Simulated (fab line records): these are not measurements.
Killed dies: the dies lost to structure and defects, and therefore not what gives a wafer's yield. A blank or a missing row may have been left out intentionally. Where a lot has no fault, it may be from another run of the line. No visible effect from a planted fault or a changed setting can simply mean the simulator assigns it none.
The tool behind it: which one? / flow nandHarc / Sampling: 24 lots, 72 wafers, 6 of 1159 route steps

## WHAT THE GAUGES READ, wafer by wafer
No reading from a measuring or inspecting step in the record can be judged against a usual standard deviation.

## TOOL THAT RAN EACH LOT (tool first, then ch and the chambers of the sampled wafers, then the start)
lot=L075; NHARC_A_CONTACT_ETCH_119=harCapEtch-02 ch 0,1, day 16 14:34; NHARC_A_CONTACT_ETCH_122=harCapEtch-02 ch 0,1, day 16 14:50; NHARC_A_CONTACT_ETCH_78=rieDiel-11 ch 0,1,2, day 16 21:31 or earlier; NHARC_A_CONTACT_ETCH_128=harCapEtch-02 ch 0,1, day 16 21:31; NHARC_A_CONTACT_ETCH_131=harCapEtch-02 ch 0,1, day 16 21:56; NHARC_A_CONTACT_ETCH_91=rieDiel-05 ch 0,1,3, day 16 22:49
lot=L074; NHARC_A_CONTACT_ETCH_119=harCapEtch-03 ch 0,1, day 16 14:46; NHARC_A_CONTACT_ETCH_122=harCapEtch-03 ch 0,1, day 16 15:02; NHARC_A_CONTACT_ETCH_78=rieDiel-05 ch 1,2,3, day 16 21:38 or earlier; NHARC_A_CONTACT_ETCH_128=harCapEtch-03 ch 0,1, day 16 21:38; NHARC_A_CONTACT_ETCH_131=harCapEtch-03 ch 0,1, day 16 22:04; NHARC_A_CONTACT_ETCH_91=rieDiel-05 ch 0,1,2, day 16 22:56
lot=L076; NHARC_A_CONTACT_ETCH_119=harCapEtch-03 ch 0,1, day 16 17:12; NHARC_A_CONTACT_ETCH_122=harCapEtch-03 ch 0,1, day 16 17:28; NHARC_A_CONTACT_ETCH_78=rieDiel-11 ch 1,2,3, day 16 23:46 or earlier; NHARC_A_CONTACT_ETCH_128=harCapEtch-01 ch 0,1, day 16 23:46; NHARC_A_CONTACT_ETCH_131=harCapEtch-01 ch 0,1, day 17 00:12; NHARC_A_CONTACT_ETCH_91=rieDiel-05 ch 0,2,3, day 17 01:03
lot=L079; NHARC_A_CONTACT_ETCH_119=harCapEtch-03 ch 0,1, day 17 02:49; NHARC_A_CONTACT_ETCH_122=harCapEtch-03 ch 0,1, day 17 03:05; NHARC_A_CONTACT_ETCH_78=rieDiel-11 ch 0,2,3, day 17 09:38 or earlier; NHARC_A_CONTACT_ETCH_128=harCapEtch-02 ch 0,1, day 17 09:38; NHARC_A_CONTACT_ETCH_131=harCapEtch-02 ch 0,1, day 17 10:04; NHARC_A_CONTACT_ETCH_91=rieDiel-11 ch 2,3, day 17 10:55
lot=L078; NHARC_A_CONTACT_ETCH_119=harCapEtch-03 ch 0,1, day 17 05:16; NHARC_A_CONTACT_ETCH_122=harCapEtch-03 ch 0,1, day 17 05:32; NHARC_A_CONTACT_ETCH_78=rieDiel-06 ch 0,2,3, day 17 16:34 or earlier; NHARC_A_CONTACT_ETCH_128=harCapEtch-01 ch 0,1, day 17 16:34; NHARC_A_CONTACT_ETCH_131=harCapEtch-01 ch 0,1, day 17 17:04; NHARC_A_CONTACT_ETCH_91=rieDiel-05 ch 1,2,3, day 17 17:54
lot=L077; NHARC_A_CONTACT_ETCH_119=harCapEtch-03 ch 0, day 17 10:54; NHARC_A_CONTACT_ETCH_122=harCapEtch-03 ch 0, day 17 11:11; NHARC_A_CONTACT_ETCH_78=rieDiel-05 ch 0,2,3, day 17 19:13 or earlier; NHARC_A_CONTACT_ETCH_128=harCapEtch-02 ch 0,1, day 17 19:13; NHARC_A_CONTACT_ETCH_131=harCapEtch-02 ch 0,1, day 17 19:38; NHARC_A_CONTACT_ETCH_91=rieDiel-11 ch 0,1,2, day 17 20:29
lot=L080; NHARC_A_CONTACT_ETCH_119=harCapEtch-03 ch 0,1, day 17 18:35; NHARC_A_CONTACT_ETCH_122=harCapEtch-03 ch 0,1, day 17 18:52; NHARC_A_CONTACT_ETCH_78=rieDiel-05 ch 1,3, day 18 02:32 or earlier; NHARC_A_CONTACT_ETCH_128=harCapEtch-01 ch 0,1, day 18 02:32; NHARC_A_CONTACT_ETCH_131=harCapEtch-01 ch 0,1, day 18 02:58; NHARC_A_CONTACT_ETCH_91=rieDiel-11 ch 2,3, day 18 03:49
lot=L082; NHARC_A_CONTACT_ETCH_119=harCapEtch-01 ch 0,1, day 17 20:37; NHARC_A_CONTACT_ETCH_122=harCapEtch-01 ch 0,1, day 17 20:53; NHARC_A_CONTACT_ETCH_78=rieDiel-11 ch 0,3, day 18 06:02 or earlier; NHARC_A_CONTACT_ETCH_128=harCapEtch-02 ch 0,1, day 18 06:02; NHARC_A_CONTACT_ETCH_131=harCapEtch-02 ch 0,1, day 18 06:28; NHARC_A_CONTACT_ETCH_91=rieDiel-05 ch 1,2,3, day 18 07:16
lot=L081; NHARC_A_CONTACT_ETCH_119=harCapEtch-03 ch 0,1, day 18 04:46; NHARC_A_CONTACT_ETCH_122=harCapEtch-03 ch 0,1, day 18 05:02; NHARC_A_CONTACT_ETCH_78=rieDiel-11 ch 0,1,2, day 18 14:37 or earlier; NHARC_A_CONTACT_ETCH_128=harCapEtch-03 ch 0,1, day 18 14:37; NHARC_A_CONTACT_ETCH_131=harCapEtch-03 ch 0,1, day 18 15:11; NHARC_A_CONTACT_ETCH_91=rieDiel-05 ch 0,2,3, day 18 16:13
lot=L083; NHARC_A_CONTACT_ETCH_119=harCapEtch-01 ch 0,1, day 18 18:52; NHARC_A_CONTACT_ETCH_122=harCapEtch-01 ch 0,1, day 18 19:09; NHARC_A_CONTACT_ETCH_78=rieDiel-11 ch 0,1,3, day 19 01:52 or earlier; NHARC_A_CONTACT_ETCH_128=harCapEtch-01 ch 0,1, day 19 01:52; NHARC_A_CONTACT_ETCH_131=harCapEtch-01 ch 0,1, day 19 02:17; NHARC_A_CONTACT_ETCH_91=rieDiel-11 ch 1,2, day 19 03:07
lot=L084; NHARC_A_CONTACT_ETCH_119=harCapEtch-02 ch 0, day 18 20:43; NHARC_A_CONTACT_ETCH_122=harCapEtch-02 ch 0, day 18 20:59; NHARC_A_CONTACT_ETCH_78=rieDiel-06 ch 0,2, day 19 03:32 or earlier; NHARC_A_CONTACT_ETCH_128=harCapEtch-02 ch 0,1, day 19 03:32; NHARC_A_CONTACT_ETCH_131=harCapEtch-02 ch 0,1, day 19 03:58; NHARC_A_CONTACT_ETCH_91=rieDiel-05 ch 0,1,3, day 19 04:50
lot=L085; NHARC_A_CONTACT_ETCH_119=harCapEtch-03 ch 0, day 19 05:16; NHARC_A_CONTACT_ETCH_122=harCapEtch-03 ch 0, day 19 05:32; NHARC_A_CONTACT_ETCH_78=rieDiel-05 ch 0,1,3, day 19 12:28 or earlier; NHARC_A_CONTACT_ETCH_128=harCapEtch-02 ch 1, day 19 12:28; NHARC_A_CONTACT_ETCH_131=harCapEtch-02 ch 1, day 19 12:53; NHARC_A_CONTACT_ETCH_91=rieDiel-05 ch 0,1,3, day 19 13:44
lot=L088; NHARC_A_CONTACT_ETCH_119=harCapEtch-01 ch 0,1, day 19 08:17; NHARC_A_CONTACT_ETCH_122=harCapEtch-01 ch 0,1, day 19 08:33; NHARC_A_CONTACT_ETCH_78=rieDiel-11 ch 1,3, day 19 14:53 or earlier; NHARC_A_CONTACT_ETCH_128=harCapEtch-01 ch 0,1, day 19 14:53; NHARC_A_CONTACT_ETCH_131=harCapEtch-01 ch 0,1, day 19 15:19; NHARC_A_CONTACT_ETCH_91=rieDiel-05 ch 0,1,2, day 19 16:10
lot=L087; NHARC_A_CONTACT_ETCH_119=harCapEtch-03 ch 0,1, day 19 10:48; NHARC_A_CONTACT_ETCH_122=harCapEtch-03 ch 0,1, day 19 11:10; NHARC_A_CONTACT_ETCH_78=rieDiel-11 ch 0,2,3, day 19 17:38 or earlier; NHARC_A_CONTACT_ETCH_128=harCapEtch-02 ch 0,1, day 19 17:38; NHARC_A_CONTACT_ETCH_131=harCapEtch-02 ch 0,1, day 19 18:04; NHARC_A_CONTACT_ETCH_91=rieDiel-11 ch 0,1,3, day 19 18:53
lot=L086; NHARC_A_CONTACT_ETCH_119=harCapEtch-03 ch 0,1, day 19 16:16; NHARC_A_CONTACT_ETCH_122=harCapEtch-03 ch 0,1, day 19 16:32; NHARC_A_CONTACT_ETCH_78=rieDiel-05 ch 0,1,3, day 19 23:13 or earlier; NHARC_A_CONTACT_ETCH_128=harCapEtch-01 ch 0,1, day 19 23:13; NHARC_A_CONTACT_ETCH_131=harCapEtch-01 ch 0,1, day 19 23:39; NHARC_A_CONTACT_ETCH_91=rieDiel-06 ch 1,2, day 20 00:28
lot=L089; NHARC_A_CONTACT_ETCH_119=harCapEtch-02 ch 0,1, day 19 22:25; NHARC_A_CONTACT_ETCH_122=harCapEtch-02 ch 0,1, day 19 22:47; NHARC_A_CONTACT_ETCH_78=rieDiel-05 ch 1,2,3, day 20 05:40 or earlier; NHARC_A_CONTACT_ETCH_128=harCapEtch-02 ch 0, day 20 05:40; NHARC_A_CONTACT_ETCH_131=harCapEtch-02 ch 0, day 20 06:06; NHARC_A_CONTACT_ETCH_91=rieDiel-11 ch 1,2, day 20 06:56
lot=L090; NHARC_A_CONTACT_ETCH_119=harCapEtch-03 ch 1, day 20 09:58; NHARC_A_CONTACT_ETCH_122=harCapEtch-03 ch 1, day 20 10:14; NHARC_A_CONTACT_ETCH_78=rieDiel-11 ch 1,2,3, day 20 16:52 or earlier; NHARC_A_CONTACT_ETCH_128=harCapEtch-01 ch 0,1, day 20 16:52; NHARC_A_CONTACT_ETCH_131=harCapEtch-01 ch 0,1, day 20 17:18; NHARC_A_CONTACT_ETCH_91=rieDiel-05 ch 0,1,2, day 20 18:09
lot=L091; NHARC_A_CONTACT_ETCH_119=harCapEtch-02 ch 0,1, day 20 11:53; NHARC_A_CONTACT_ETCH_122=harCapEtch-02 ch 0,1, day 20 12:10; NHARC_A_CONTACT_ETCH_78=rieDiel-11 ch 2,3, day 20 19:40 or earlier; NHARC_A_CONTACT_ETCH_128=harCapEtch-03 ch 0,1, day 20 19:40; NHARC_A_CONTACT_ETCH_131=harCapEtch-03 ch 0,1, day 20 20:06; NHARC_A_CONTACT_ETCH_91=rieDiel-11 ch 1,2,3, day 20 20:56
lot=L094; NHARC_A_CONTACT_ETCH_119=harCapEtch-03 ch 0, day 20 15:05; NHARC_A_CONTACT_ETCH_122=harCapEtch-03 ch 0, day 20 15:21; NHARC_A_CONTACT_ETCH_78=rieDiel-06 ch 0,1,2, day 20 23:25 or earlier; NHARC_A_CONTACT_ETCH_128=harCapEtch-01 ch 0,1, day 20 23:25; NHARC_A_CONTACT_ETCH_131=harCapEtch-01 ch 0,1, day 20 23:50; NHARC_A_CONTACT_ETCH_91=rieDiel-06 ch 0,2,3, day 21 00:41
lot=L093; NHARC_A_CONTACT_ETCH_119=harCapEtch-02 ch 0,1, day 20 18:06; NHARC_A_CONTACT_ETCH_122=harCapEtch-02 ch 0,1, day 20 18:23; NHARC_A_CONTACT_ETCH_78=rieDiel-06 ch 1,2, day 21 06:02 or earlier; NHARC_A_CONTACT_ETCH_128=harCapEtch-03 ch 0,1, day 21 06:02; NHARC_A_CONTACT_ETCH_131=harCapEtch-03 ch 0,1, day 21 06:27; NHARC_A_CONTACT_ETCH_91=rieDiel-11 ch 0,1, day 21 07:19
lot=L092; NHARC_A_CONTACT_ETCH_119=harCapEtch-02 ch 0,1, day 21 11:37; NHARC_A_CONTACT_ETCH_122=harCapEtch-02 ch 0,1, day 21 11:53; NHARC_A_CONTACT_ETCH_78=rieDiel-06 ch 1,2,3, day 21 18:29 or earlier; NHARC_A_CONTACT_ETCH_128=harCapEtch-02 ch 0,1, day 21 18:29; NHARC_A_CONTACT_ETCH_131=harCapEtch-02 ch 0,1, day 21 18:55; NHARC_A_CONTACT_ETCH_91=rieDiel-11 ch 0,1,2, day 21 19:46
lot=L095; NHARC_A_CONTACT_ETCH_119=harCapEtch-03 ch 0,1, day 21 17:30; NHARC_A_CONTACT_ETCH_122=harCapEtch-03 ch 0,1, day 21 17:47; NHARC_A_CONTACT_ETCH_78=rieDiel-11 ch 0,2, day 22 00:05 or earlier; NHARC_A_CONTACT_ETCH_128=harCapEtch-01 ch 0,1, day 22 00:05; NHARC_A_CONTACT_ETCH_131=harCapEtch-01 ch 0,1, day 22 00:31; NHARC_A_CONTACT_ETCH_91=rieDiel-11 ch 0,1,2, day 22 01:22
lot=L097; NHARC_A_CONTACT_ETCH_119=harCapEtch-02 ch 0,1, day 22 06:29; NHARC_A_CONTACT_ETCH_122=harCapEtch-02 ch 0,1, day 22 06:46; NHARC_A_CONTACT_ETCH_78=rieDiel-06 ch 0,1,2, day 22 13:10 or earlier; NHARC_A_CONTACT_ETCH_128=harCapEtch-03 ch 0,1, day 22 13:10; NHARC_A_CONTACT_ETCH_131=harCapEtch-03 ch 0,1, day 22 13:36; NHARC_A_CONTACT_ETCH_91=rieDiel-05 ch 0,1,2, day 22 14:29
lot=L096; NHARC_A_CONTACT_ETCH_119=harCapEtch-01 ch 0,1, day 22 07:02; NHARC_A_CONTACT_ETCH_122=harCapEtch-01 ch 0,1, day 22 07:18; NHARC_A_CONTACT_ETCH_78=rieDiel-05 ch 1,3, day 22 13:48 or earlier; NHARC_A_CONTACT_ETCH_128=harCapEtch-02 ch 0,1, day 22 13:48; NHARC_A_CONTACT_ETCH_131=harCapEtch-02 ch 0,1, day 22 14:14; NHARC_A_CONTACT_ETCH_91=rieDiel-11 ch 2,3, day 22 15:02
- NHARC_A_CONTACT_ETCH_119: etches the open film in C4F8/O2/Ar, time 94 s, target depth 922 nm.
- NHARC_A_CONTACT_ETCH_122: etches the open film in C4F8/O2/Ar, time 95 s, target depth 930 nm.
- NHARC_A_CONTACT_ETCH_78: etches the open film in O2/COS, target depth 2800 nm, time 728 s.
- NHARC_A_CONTACT_ETCH_128: etches the open film in C4F8/O2/Ar, time 155 s, target depth 956 nm.
- NHARC_A_CONTACT_ETCH_131: etches the open film in C4F8/O2/Ar, time 155 s, target depth 956 nm.
- NHARC_A_CONTACT_ETCH_91: etches the open film in CH3F/O2, target depth 40 nm, time 85.7 s.

## AS READ BY THE TOOLS THEMSELVES (means over the sampled wafers that have a number; for cases with no such wafer, the mark the record gives instead)
NHARC_A_CONTACT_ETCH_78.
lot=L075; tool=rieDiel-11; drypumpMotorCurrentA (A)=5.5; o2FlowSccm (sccm)=400.4; oesProductAu (a.u.)=1.009; rfVppV (V)=312.1; showerheadPlenumPTorr (Torr)=3.00; throttleValvePct (%)=28.323
lot=L074; tool=rieDiel-05; drypumpMotorCurrentA (A)=5.5; o2FlowSccm (sccm)=400.8; oesProductAu (a.u.)=0.993; rfVppV (V)=315.8; showerheadPlenumPTorr (Torr)=3.23; throttleValvePct (%)=28.329
lot=L076; tool=rieDiel-11; drypumpMotorCurrentA (A)=5.4; o2FlowSccm (sccm)=400.6; oesProductAu (a.u.)=1.002; rfVppV (V)=313.1; showerheadPlenumPTorr (Torr)=3.02; throttleValvePct (%)=28.323
lot=L079; tool=rieDiel-11; drypumpMotorCurrentA (A)=5.3; o2FlowSccm (sccm)=400.6; oesProductAu (a.u.)=1.004; rfVppV (V)=311.7; showerheadPlenumPTorr (Torr)=2.98; throttleValvePct (%)=28.332
lot=L078; tool=rieDiel-06; drypumpMotorCurrentA (A)=5.8; o2FlowSccm (sccm)=400.0; oesProductAu (a.u.)=0.993; rfVppV (V)=313.0; showerheadPlenumPTorr (Torr)=3.04; throttleValvePct (%)=28.329
lot=L077; tool=rieDiel-05; drypumpMotorCurrentA (A)=5.6; o2FlowSccm (sccm)=400.3; oesProductAu (a.u.)=1.007; rfVppV (V)=315.3; showerheadPlenumPTorr (Torr)=3.18; throttleValvePct (%)=28.330
lot=L080; tool=rieDiel-05; drypumpMotorCurrentA (A)=5.4; o2FlowSccm (sccm)=399.8; oesProductAu (a.u.)=1.011; rfVppV (V)=315.2; showerheadPlenumPTorr (Torr)=3.24; throttleValvePct (%)=28.327
lot=L082; tool=rieDiel-11; drypumpMotorCurrentA (A)=5.3; o2FlowSccm (sccm)=398.6; oesProductAu (a.u.)=1.012; rfVppV (V)=311.3; showerheadPlenumPTorr (Torr)=2.94; throttleValvePct (%)=28.339
lot=L081; tool=rieDiel-11; drypumpMotorCurrentA (A)=5.6; o2FlowSccm (sccm)=399.4; oesProductAu (a.u.)=1.003; rfVppV (V)=311.8; showerheadPlenumPTorr (Torr)=3.00; throttleValvePct (%)=28.325
lot=L083; tool=rieDiel-11; drypumpMotorCurrentA (A)=5.5; o2FlowSccm (sccm)=399.8; oesProductAu (a.u.)=1.005; rfVppV (V)=311.4; showerheadPlenumPTorr (Torr)=2.96; throttleValvePct (%)=28.331
lot=L084; tool=rieDiel-06; drypumpMotorCurrentA (A)=5.9; o2FlowSccm (sccm)=399.2; oesProductAu (a.u.)=1.002; rfVppV (V)=313.2; showerheadPlenumPTorr (Torr)=3.11; throttleValvePct (%)=28.330
lot=L085; tool=rieDiel-05; drypumpMotorCurrentA (A)=5.5; o2FlowSccm (sccm)=399.2; oesProductAu (a.u.)=1.005; rfVppV (V)=314.1; showerheadPlenumPTorr (Torr)=3.11; throttleValvePct (%)=28.324
lot=L088; tool=rieDiel-11; drypumpMotorCurrentA (A)=5.3; o2FlowSccm (sccm)=400.0; oesProductAu (a.u.)=1.004; rfVppV (V)=311.6; showerheadPlenumPTorr (Torr)=2.98; throttleValvePct (%)=28.336
lot=L087; tool=rieDiel-11; drypumpMotorCurrentA (A)=5.3; o2FlowSccm (sccm)=398.9; oesProductAu (a.u.)=0.989; rfVppV (V)=312.4; showerheadPlenumPTorr (Torr)=2.97; throttleValvePct (%)=28.329
lot=L086; tool=rieDiel-05; drypumpMotorCurrentA (A)=5.5; o2FlowSccm (sccm)=399.5; oesProductAu (a.u.)=0.999; rfVppV (V)=314.2; showerheadPlenumPTorr (Torr)=3.11; throttleValvePct (%)=28.334
lot=L089; tool=rieDiel-05; drypumpMotorCurrentA (A)=5.5; o2FlowSccm (sccm)=400.1; oesProductAu (a.u.)=1.004; rfVppV (V)=315.5; showerheadPlenumPTorr (Torr)=3.21; throttleValvePct (%)=28.339
lot=L090; tool=rieDiel-11; drypumpMotorCurrentA (A)=5.4; o2FlowSccm (sccm)=399.8; oesProductAu (a.u.)=0.993; rfVppV (V)=314.2; showerheadPlenumPTorr (Torr)=3.02; throttleValvePct (%)=28.325
lot=L091; tool=rieDiel-11; drypumpMotorCurrentA (A)=5.2; o2FlowSccm (sccm)=399.4; oesProductAu (a.u.)=1.011; rfVppV (V)=312.4; showerheadPlenumPTorr (Torr)=3.03; throttleValvePct (%)=28.337
lot=L094; tool=rieDiel-06; drypumpMotorCurrentA (A)=5.9; o2FlowSccm (sccm)=400.6; oesProductAu (a.u.)=0.996; rfVppV (V)=314.8; showerheadPlenumPTorr (Torr)=3.14; throttleValvePct (%)=28.332
lot=L093; tool=rieDiel-06; drypumpMotorCurrentA (A)=6.1; o2FlowSccm (sccm)=400.5; oesProductAu (a.u.)=0.997; rfVppV (V)=313.4; showerheadPlenumPTorr (Torr)=3.05; throttleValvePct (%)=28.327
lot=L092; tool=rieDiel-06; drypumpMotorCurrentA (A)=6.0; o2FlowSccm (sccm)=399.3; oesProductAu (a.u.)=0.995; rfVppV (V)=314.2; showerheadPlenumPTorr (Torr)=3.10; throttleValvePct (%)=28.332
lot=L095; tool=rieDiel-11; drypumpMotorCurrentA (A)=5.5; o2FlowSccm (sccm)=400.3; oesProductAu (a.u.)=1.012; rfVppV (V)=311.3; showerheadPlenumPTorr (Torr)=2.95; throttleValvePct (%)=28.323
lot=L097; tool=rieDiel-06; drypumpMotorCurrentA (A)=5.9; o2FlowSccm (sccm)=400.3; oesProductAu (a.u.)=0.995; rfVppV (V)=314.2; showerheadPlenumPTorr (Torr)=3.13; throttleValvePct (%)=28.332
lot=L096; tool=rieDiel-05; drypumpMotorCurrentA (A)=5.4; o2FlowSccm (sccm)=398.9; oesProductAu (a.u.)=1.012; rfVppV (V)=315.9; showerheadPlenumPTorr (Torr)=3.22; throttleValvePct (%)=28.330

NHARC_A_CONTACT_ETCH_91.
lot=L075; tool=rieDiel-05; ch3fFlowSccm (sccm)=50.11; drypumpMotorCurrentA (A)=5.48; o2FlowSccm (sccm)=30.05; oesProductAu (a.u.)=0.93; rfVppV (V)=243.8; showerheadPlenumPTorr (Torr)=2.46; throttleValvePct (%)=20.663
lot=L074; tool=rieDiel-05; ch3fFlowSccm (sccm)=49.98; drypumpMotorCurrentA (A)=5.60; o2FlowSccm (sccm)=30.06; oesProductAu (a.u.)=0.92; rfVppV (V)=244.0; showerheadPlenumPTorr (Torr)=2.44; throttleValvePct (%)=20.665
lot=L076; tool=rieDiel-05; ch3fFlowSccm (sccm)=50.07; drypumpMotorCurrentA (A)=5.59; o2FlowSccm (sccm)=30.12; oesProductAu (a.u.)=1.01; rfVppV (V)=245.9; showerheadPlenumPTorr (Torr)=2.51; throttleValvePct (%)=20.671
lot=L079; tool=rieDiel-11; ch3fFlowSccm (sccm)=49.98; drypumpMotorCurrentA (A)=5.16; o2FlowSccm (sccm)=30.08; oesProductAu (a.u.)=0.93; rfVppV (V)=242.9; showerheadPlenumPTorr (Torr)=2.36; throttleValvePct (%)=20.669
lot=L078; tool=rieDiel-05; ch3fFlowSccm (sccm)=49.98; drypumpMotorCurrentA (A)=5.52; o2FlowSccm (sccm)=29.97; oesProductAu (a.u.)=1.01; rfVppV (V)=245.1; showerheadPlenumPTorr (Torr)=2.54; throttleValvePct (%)=20.662
lot=L077; tool=rieDiel-11; ch3fFlowSccm (sccm)=50.09; drypumpMotorCurrentA (A)=5.56; o2FlowSccm (sccm)=29.93; oesProductAu (a.u.)=0.96; rfVppV (V)=242.9; showerheadPlenumPTorr (Torr)=2.36; throttleValvePct (%)=20.659
lot=L080; tool=rieDiel-11; ch3fFlowSccm (sccm)=49.97; drypumpMotorCurrentA (A)=5.17; o2FlowSccm (sccm)=30.06; oesProductAu (a.u.)=0.92; rfVppV (V)=243.5; showerheadPlenumPTorr (Torr)=2.39; throttleValvePct (%)=20.662
lot=L082; tool=rieDiel-05; ch3fFlowSccm (sccm)=49.98; drypumpMotorCurrentA (A)=5.52; o2FlowSccm (sccm)=30.03; oesProductAu (a.u.)=0.94; rfVppV (V)=245.7; showerheadPlenumPTorr (Torr)=2.54; throttleValvePct (%)=20.662
lot=L081; tool=rieDiel-05; ch3fFlowSccm (sccm)=49.94; drypumpMotorCurrentA (A)=5.59; o2FlowSccm (sccm)=30.00; oesProductAu (a.u.)=1.00; rfVppV (V)=245.0; showerheadPlenumPTorr (Torr)=2.51; throttleValvePct (%)=20.671
lot=L083; tool=rieDiel-11; ch3fFlowSccm (sccm)=49.85; drypumpMotorCurrentA (A)=5.58; o2FlowSccm (sccm)=30.01; oesProductAu (a.u.)=0.93; rfVppV (V)=243.7; showerheadPlenumPTorr (Torr)=2.40; throttleValvePct (%)=20.658
lot=L084; tool=rieDiel-05; ch3fFlowSccm (sccm)=50.01; drypumpMotorCurrentA (A)=5.46; o2FlowSccm (sccm)=29.94; oesProductAu (a.u.)=0.92; rfVppV (V)=243.5; showerheadPlenumPTorr (Torr)=2.45; throttleValvePct (%)=20.671
lot=L085; tool=rieDiel-05; ch3fFlowSccm (sccm)=50.08; drypumpMotorCurrentA (A)=5.46; o2FlowSccm (sccm)=29.97; oesProductAu (a.u.)=0.92; rfVppV (V)=244.0; showerheadPlenumPTorr (Torr)=2.45; throttleValvePct (%)=20.665
lot=L088; tool=rieDiel-05; ch3fFlowSccm (sccm)=49.98; drypumpMotorCurrentA (A)=5.60; o2FlowSccm (sccm)=29.94; oesProductAu (a.u.)=1.00; rfVppV (V)=244.5; showerheadPlenumPTorr (Torr)=2.43; throttleValvePct (%)=20.658
lot=L087; tool=rieDiel-11; ch3fFlowSccm (sccm)=49.92; drypumpMotorCurrentA (A)=5.49; o2FlowSccm (sccm)=30.10; oesProductAu (a.u.)=0.92; rfVppV (V)=242.2; showerheadPlenumPTorr (Torr)=2.33; throttleValvePct (%)=20.671
lot=L086; tool=rieDiel-06; ch3fFlowSccm (sccm)=50.02; drypumpMotorCurrentA (A)=6.06; o2FlowSccm (sccm)=29.95; oesProductAu (a.u.)=0.92; rfVppV (V)=243.6; showerheadPlenumPTorr (Torr)=2.41; throttleValvePct (%)=20.672
lot=L089; tool=rieDiel-11; ch3fFlowSccm (sccm)=49.77; drypumpMotorCurrentA (A)=5.38; o2FlowSccm (sccm)=29.99; oesProductAu (a.u.)=0.92; rfVppV (V)=242.9; showerheadPlenumPTorr (Torr)=2.40; throttleValvePct (%)=20.672
lot=L090; tool=rieDiel-05; ch3fFlowSccm (sccm)=49.76; drypumpMotorCurrentA (A)=5.60; o2FlowSccm (sccm)=30.01; oesProductAu (a.u.)=0.93; rfVppV (V)=243.4; showerheadPlenumPTorr (Torr)=2.42; throttleValvePct (%)=20.667
lot=L091; tool=rieDiel-11; ch3fFlowSccm (sccm)=50.09; drypumpMotorCurrentA (A)=5.38; o2FlowSccm (sccm)=29.94; oesProductAu (a.u.)=0.93; rfVppV (V)=242.6; showerheadPlenumPTorr (Torr)=2.37; throttleValvePct (%)=20.665
lot=L094; tool=rieDiel-06; ch3fFlowSccm (sccm)=49.93; drypumpMotorCurrentA (A)=5.75; o2FlowSccm (sccm)=30.01; oesProductAu (a.u.)=0.92; rfVppV (V)=244.8; showerheadPlenumPTorr (Torr)=2.51; throttleValvePct (%)=20.668
lot=L093; tool=rieDiel-11; ch3fFlowSccm (sccm)=49.85; drypumpMotorCurrentA (A)=5.73; o2FlowSccm (sccm)=30.07; oesProductAu (a.u.)=0.99; rfVppV (V)=242.3; showerheadPlenumPTorr (Torr)=2.35; throttleValvePct (%)=20.664
lot=L092; tool=rieDiel-11; ch3fFlowSccm (sccm)=49.95; drypumpMotorCurrentA (A)=5.55; o2FlowSccm (sccm)=30.04; oesProductAu (a.u.)=0.93; rfVppV (V)=242.5; showerheadPlenumPTorr (Torr)=2.35; throttleValvePct (%)=20.664
lot=L095; tool=rieDiel-11; ch3fFlowSccm (sccm)=50.00; drypumpMotorCurrentA (A)=5.54; o2FlowSccm (sccm)=29.97; oesProductAu (a.u.)=0.95; rfVppV (V)=242.0; showerheadPlenumPTorr (Torr)=2.35; throttleValvePct (%)=20.666
lot=L097; tool=rieDiel-05; ch3fFlowSccm (sccm)=49.93; drypumpMotorCurrentA (A)=5.59; o2FlowSccm (sccm)=30.07; oesProductAu (a.u.)=0.93; rfVppV (V)=244.3; showerheadPlenumPTorr (Torr)=2.42; throttleValvePct (%)=20.652
lot=L096; tool=rieDiel-11; ch3fFlowSccm (sccm)=50.11; drypumpMotorCurrentA (A)=5.15; o2FlowSccm (sccm)=30.05; oesProductAu (a.u.)=1.01; rfVppV (V)=242.7; showerheadPlenumPTorr (Torr)=2.35; throttleValvePct (%)=20.663

## THE ANSWER, worked out from the rows above alone
Rule: the lots themselves supply what counts as usual. The widest of any qualifying gaps counts: lots, ordered by their means at a reading, are off when they make up no more than a third of the lots, leave a main group of 4 or more, and stand apart from it by 3 or more times the standard deviation of that group's means. If all means in a main group match to the digits the tables above print for the reading, that group is not used. Also off: a lot with no number at a reading for which 4 or more lots have one. Any other lot the step has rows for is counted as sound. Order of review: gauges by route order, followed by the tools' own readings, for which a lot's mean as printed above is used. At the first step where some lot is off, the reading lying furthest off is the one used; lots without a number count as furthest.
No lot is off on any of the readings shown, so nothing can be concluded from this.

## WHAT HAD BEEN PUT IN BY THE SIMULATOR
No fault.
